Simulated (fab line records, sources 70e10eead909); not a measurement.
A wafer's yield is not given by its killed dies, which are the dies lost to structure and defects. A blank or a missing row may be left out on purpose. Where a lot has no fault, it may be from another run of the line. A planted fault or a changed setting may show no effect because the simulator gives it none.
fab line records ; flow nandHarc ; part 2 of 2: steps 22 to 33 of 33
record lots=5; wafers=15; lastDay=27
route steps=1302 shown A_STAIRCASE@745
lots that met no fault: taken from a fault-free run of the same line
startH: hours from the record's opening day to when the first of the lot's shown wafers began ; waitH: how many hours have passed since the lot's step before this one ; " repeats the value in the row above ; L1.1+2: one row covering several wafers at once ; - no value, or no start given ; * or withheld: withheld ; < > ~ a bound
route shown NAME@n: NAME is a module with steps in the file, n the number in the route of the first one ; usual: average and standard deviation across the fault-free wafers ; same: alike in all rows ; chamber/n: place in a boat ; sites: the reading at each site ; _std_site: the values' standard deviation ; _edge_site: outer sites' mean less inner sites' ; radiusMm: how far each site lies from the wafer's centre ; mask NAME#n: copy n ; behind: the tool/chamber that last shaped the wafer ; hold: why the lot went on hold/how many hours it stayed there/how the hold came to an end ; device: transistor that didn't switch, given as n, p or np ; end of line: tests of these same wafers at the route's end ; a step given without rows: its recipe and nothing more ; killed: dies that structure and defects cost at the first sort, which is not the same as the wafer's yield ; map: shows each die of a wafer: x if killed, . if not, _ if none is there
set.NAME: the setting that was run; set.NAME@STEP: the one run at that earlier step ; model.NAME: the simulator's own value behind a step, which no gauge read
lots seen at some steps along the route; tables by step, rows by wafer
services: the hour from which a tool's chamber was out of use, counted from the record's first day as startH (under 0 if before that day), plus the number of hours and why
## steps
# step NHARC_A_STAIRCASE_STRIP_254
# recipe powerW=1500; tempC=250; chemistry=O2
# usual drypumpMotorCurrentA=5.7/0.35; heaterPowerW=346/43
lot.wafer;tool;chamber;startH;waitH;drypumpMotorCurrentA;heaterPowerW;rfHoursCounterH
L074.1;plasmaAsher-02;1;368.21;-;5.4;389;22
L074.3;plasmaAsher-02;1;368.21;-;5.3;389;-
L074.6;plasmaAsher-02;0;368.21;-;5.8;351;-
L080.2;plasmaAsher-01;0;431.68;-;6.3;319;18
L080.1;plasmaAsher-01;1;431.68;-;5.3;281;18
L080.5;plasmaAsher-01;1;431.68;-;5.3;289;-
L079.1;plasmaAsher-01;1;433.13;-;5.3;285;18
L079.3;plasmaAsher-01;1;433.13;-;5.3;290;-
L079.5;plasmaAsher-01;0;433.13;-;6.3;321;-
L082.1;plasmaAsher-02;0;450.57;-;5.8;331;3
L082.3;plasmaAsher-02;0;450.57;-;5.8;329;-
L082.4;plasmaAsher-02;1;450.57;-;5.4;403;-
L083.2;plasmaAsher-02;1;459.87;-;5.4;405;6
L083.3;plasmaAsher-02;1;459.87;-;5.4;408;-
L083.5;plasmaAsher-02;0;459.87;-;5.9;328;-
# step NHARC_A_STAIRCASE_STRIP_255
# recipe timeS=900; tempC=130; chemistry=SPM
lot.wafer;tool;chamber;startH;waitH
L074.3+6+1;wetBench-01;1,2,5;368.56;0.2
L080.2+5+1;wetBench-01;7,0,4;432.03;0.3
L079.1+5+3;wetBench-09;6,7,0;433.44;0.3
L082.4+3+1;wetBench-09;3,6,0;450.91;0.2
L083.2+3+5;wetBench-02;1,4,6;460.21;0.3
# step NHARC_A_STAIRCASE_PRECLEAN_256
# recipe timeS=*; tempC=50; bathAgeMin=0; chemistry=SC1
lot.wafer;tool;chamber;startH;waitH
L074.3+6+1;wetBench-01;1,2,5;-;-
L080.2+5+1;wetBench-01;7,0,4;-;-
L079.1+5+3;wetBench-09;6,7,0;-;-
L082.4+3+1;wetBench-09;3,6,0;-;-
L083.2+3+5;wetBench-02;1,4,6;-;-
# step NHARC_A_STAIRCASE_SRD_257
lot.wafer;tool;chamber;startH;waitH
L074.3+6+1;wetBench-01;1,2,5;-;-
L080.2+5+1;wetBench-01;7,0,4;-;-
L079.1+5+3;wetBench-09;6,7,0;-;-
L082.4+3+1;wetBench-09;3,6,0;-;-
L083.2+3+5;wetBench-02;1,4,6;-;-
# step NHARC_A_STAIRCASE_HM_DEP_456
# recipe targetThkA=31000; tempC=400; material=aC
# usual throttleValvePct=35.000/0.008
lot.wafer;tool;chamber;startH;waitH;throttleValvePct
L074.1;aclDep-03;0;369.02;-;34.993
L074.3;aclDep-03;0;369.02;-;34.990
L074.6;aclDep-03;0;369.02;-;34.999
L080.1;aclDep-01;0;432.72;-;35.004
L080.2;aclDep-01;0;432.72;-;34.998
L080.5;aclDep-01;0;432.72;-;35.003
L079.1;aclDep-01;0;434.56;-;34.991
L079.3;aclDep-01;0;434.56;-;34.995
L079.5;aclDep-01;0;434.56;-;34.996
L082.1;aclDep-02;0;452.57;-;35.008
L082.3;aclDep-02;0;452.57;-;34.994
L082.4;aclDep-02;0;452.57;-;35.003
L083.2;aclDep-01;0;461.75;-;34.994
L083.3;aclDep-01;0;461.75;-;35.005
L083.5;aclDep-01;0;461.75;-;34.991
# step NHARC_A_STAIRCASE_DEP_259
# recipe targetThkA=300; targetThkNm=30; tempC=400; pressureTorr=3.5; flowSccm=200; rfW=350; material=SiON
# usual heaterPowerW=747/76; rfFwdPowerW=348.4/1.2; showerheadVppV=1152/32
lot.wafer;tool;chamber;startH;waitH;heaterPowerW;rfFwdPowerW;showerheadVppV;sinceWetCleanH
L074.1;pecvd-04;1;370.90;1.6;767;347.4;1208;89
L074.3;pecvd-04;2;370.90;1.6;662;348.8;1143;89
L074.6;pecvd-04;1;370.90;1.6;780;347.3;1211;-
L080.2;pecvd-04;2;434.58;1.2;718;348.1;1130;152
L080.1;pecvd-04;0;434.58;1.2;707;351.8;1153;152
L080.5;pecvd-04;1;434.58;1.2;727;346.8;1212;-
L079.3;pecvd-04;1;436.43;0.9;864;347.3;1184;154
L079.1;pecvd-04;0;436.43;0.9;766;347.6;1148;154
L079.5;pecvd-04;0;436.43;0.9;781;348.1;1149;-
L082.3;pecvd-03;0;454.44;0.9;707;349.8;1132;75
L082.1;pecvd-03;1;454.44;0.9;871;346.9;1133;75
L082.4;pecvd-03;2;454.44;0.9;854;349.7;1182;-
L083.3;pecvd-03;2;463.34;1.0;792;349.6;1160;84
L083.2;pecvd-03;1;463.34;1.0;765;349.9;1134;84
L083.5;pecvd-03;1;463.34;1.0;751;347.8;1115;-
# step NHARC_A_STAIRCASE_DEHYDRATE_260
# recipe tempC=150; timeS=120
# usual resistLineTempC=22.99/0.11
lot.wafer;tool;chamber;startH;waitH;resistLineTempC
L074.1;lithoTrack-03;0;371.17;0.2;22.96
L074.3;lithoTrack-03;0;371.17;0.2;22.86
L074.6;lithoTrack-03;0;371.17;0.2;23.07
L080.1;lithoTrack-07;0;434.85;0.2;23.24
L080.2;lithoTrack-07;0;434.85;0.2;23.28
L080.5;lithoTrack-07;0;434.85;0.2;23.22
L079.1;lithoTrack-03;0;436.70;0.2;22.83
L079.3;lithoTrack-03;0;436.70;0.2;22.88
L079.5;lithoTrack-03;0;436.70;0.2;22.95
L082.1;lithoTrack-05;0;454.72;0.2;23.05
L082.3;lithoTrack-05;0;454.72;0.2;23.09
L082.4;lithoTrack-05;0;454.72;0.2;23.08
L083.2;lithoTrack-07;0;463.61;0.2;23.06
L083.3;lithoTrack-07;0;463.61;0.2;22.86
L083.5;lithoTrack-07;0;463.61;0.2;22.91
# step NHARC_A_STAIRCASE_HMDS_261
# recipe timeS=30
# usual resistLineTempC=22.97/0.11
lot.wafer;tool;chamber;startH;waitH;resistLineTempC
L074.1;lithoTrack-03;0;-;-;22.84
L074.3;lithoTrack-03;0;-;-;22.95
L074.6;lithoTrack-03;0;-;-;22.92
L080.1;lithoTrack-07;0;-;-;23.01
L080.2;lithoTrack-07;0;-;-;23.03
L080.5;lithoTrack-07;0;-;-;22.98
L079.1;lithoTrack-03;0;-;-;23.05
L079.3;lithoTrack-03;0;-;-;23.00
L079.5;lithoTrack-03;0;-;-;23.07
L082.1;lithoTrack-05;0;-;-;22.86
L082.3;lithoTrack-05;0;-;-;22.87
L082.4;lithoTrack-05;0;-;-;22.96
L083.2;lithoTrack-07;0;-;-;23.03
L083.3;lithoTrack-07;0;-;-;23.08
L083.5;lithoTrack-07;0;-;-;23.13
# step NHARC_A_STAIRCASE_COAT_262
# recipe spinRpm=1200
# usual resistLineTempC=23.00/0.1
lot.wafer;tool;chamber;startH;waitH;resistLineTempC
L074.1;lithoTrack-03;0;-;-;23.03
L074.3;lithoTrack-03;0;-;-;22.71
L074.6;lithoTrack-03;0;-;-;23.00
L080.1;lithoTrack-07;0;-;-;22.93
L080.2;lithoTrack-07;0;-;-;23.01
L080.5;lithoTrack-07;0;-;-;23.00
L079.1;lithoTrack-03;0;-;-;22.90
L079.3;lithoTrack-03;0;-;-;23.07
L079.5;lithoTrack-03;0;-;-;22.91
L082.1;lithoTrack-05;0;-;-;23.04
L082.3;lithoTrack-05;0;-;-;22.94
L082.4;lithoTrack-05;0;-;-;22.90
L083.2;lithoTrack-07;0;-;-;22.83
L083.3;lithoTrack-07;0;-;-;22.83
L083.5;lithoTrack-07;0;-;-;22.82
# step NHARC_A_STAIRCASE_SOFTBAKE_263
# recipe tempC=135; timeS=170
# usual resistLineTempC=23.00/0.1
lot.wafer;tool;chamber;startH;waitH;resistLineTempC
L074.1;lithoTrack-03;0;-;-;23.01
L074.3;lithoTrack-03;0;-;-;23.09
L074.6;lithoTrack-03;0;-;-;22.87
L080.1;lithoTrack-07;0;-;-;22.98
L080.2;lithoTrack-07;0;-;-;23.10
L080.5;lithoTrack-07;0;-;-;23.02
L079.1;lithoTrack-03;0;-;-;22.89
L079.3;lithoTrack-03;0;-;-;22.84
L079.5;lithoTrack-03;0;-;-;23.06
L082.1;lithoTrack-05;0;-;-;23.16
L082.3;lithoTrack-05;0;-;-;22.96
L082.4;lithoTrack-05;0;-;-;23.05
L083.2;lithoTrack-07;0;-;-;23.15
L083.3;lithoTrack-07;0;-;-;23.06
L083.5;lithoTrack-07;0;-;-;22.99
# step NHARC_A_STAIRCASE_EBR_264
# usual resistLineTempC=23.02/0.1
lot.wafer;tool;chamber;startH;waitH;resistLineTempC
L074.1;lithoTrack-03;0;-;-;22.89
L074.3;lithoTrack-03;0;-;-;22.95
L074.6;lithoTrack-03;0;-;-;23.11
L080.1;lithoTrack-07;0;-;-;23.02
L080.2;lithoTrack-07;0;-;-;23.15
L080.5;lithoTrack-07;0;-;-;22.97
L079.1;lithoTrack-03;0;-;-;22.97
L079.3;lithoTrack-03;0;-;-;22.99
L079.5;lithoTrack-03;0;-;-;22.94
L082.1;lithoTrack-05;0;-;-;23.15
L082.3;lithoTrack-05;0;-;-;23.24
L082.4;lithoTrack-05;0;-;-;23.05
L083.2;lithoTrack-07;0;-;-;23.03
L083.3;lithoTrack-07;0;-;-;23.07
L083.5;lithoTrack-07;0;-;-;22.96
# step NHARC_A_STAIRCASE_EXPOSE_265
# recipe na=0.5; doseMj=25.01; maskId=CHOP_200
# usual stageVelMmS=500.01/0.24
# same na=0.5
lot.wafer;tool;chamber;startH;waitH;mask;stageVelMmS
L074.1;krfScanner-01;0;371.50;-;CHOP_200#0;499.95
L074.3;krfScanner-01;0;371.50;-;CHOP_200#0;500.32
L074.6;krfScanner-01;0;371.50;-;CHOP_200#0;500.01
L080.1;krfScanner-01;0;435.06;-;CHOP_200#0;500.12
L080.2;krfScanner-01;0;435.06;-;CHOP_200#0;499.94
L080.5;krfScanner-01;0;435.06;-;CHOP_200#0;500.09
L079.1;krfScanner-01;0;436.91;-;CHOP_200#0;500.17
L079.3;krfScanner-01;0;436.91;-;CHOP_200#0;499.80
L079.5;krfScanner-01;0;436.91;-;CHOP_200#0;500.15
L082.1;krfScanner-02;0;454.92;-;CHOP_200#0;499.60
L082.3;krfScanner-02;0;454.92;-;CHOP_200#0;499.99
L082.4;krfScanner-02;0;454.92;-;CHOP_200#0;499.76
L083.2;krfScanner-02;0;463.82;-;CHOP_200#0;499.86
L083.3;krfScanner-02;0;463.82;-;CHOP_200#0;500.25
L083.5;krfScanner-02;0;463.82;-;CHOP_200#0;499.98
## services
tool;chamber;startH;hours;kind
plasmaAsher-01;-;342.72;9.0;pm
rieDiel-13;-;343.90;9.0;pm
wetBench-02;-;344.98;0.5;repair
rieDiel-04;1;349.22;6.3;repair
pecvd-04;1;349.72;4.1;repair
rieDiel-11;3;350.03;1.3;repair
wetBench-09;-;352.80;8.0;pm
rieDiel-04;-;354.97;9.0;pm
rieDiel-13;-;355.01;1.5;repair
krfScanner-02;-;356.71;1.2;repair
krfScanner-01;-;360.23;5.0;repair
rieDiel-04;-;369.12;1.9;repair
krfScanner-02;-;372.53;2.1;repair
rieDiel-11;2;379.99;2.8;repair
krfScanner-02;-;397.58;0.9;repair
krfScanner-01;-;397.94;4.2;repair
rieDiel-13;1;414.03;36.9;repair
wetBench-01;-;419.64;0.7;repair
lithoTrack-07;-;426.00;7.0;pm
rieDiel-11;-;434.00;9.0;pm
krfScanner-02;-;438.00;4.0;pm
rieDiel-04;2;445.31;14.7;repair
lithoTrack-03;-;450.01;7.0;pm
wetBench-01;-;453.68;8.0;pm
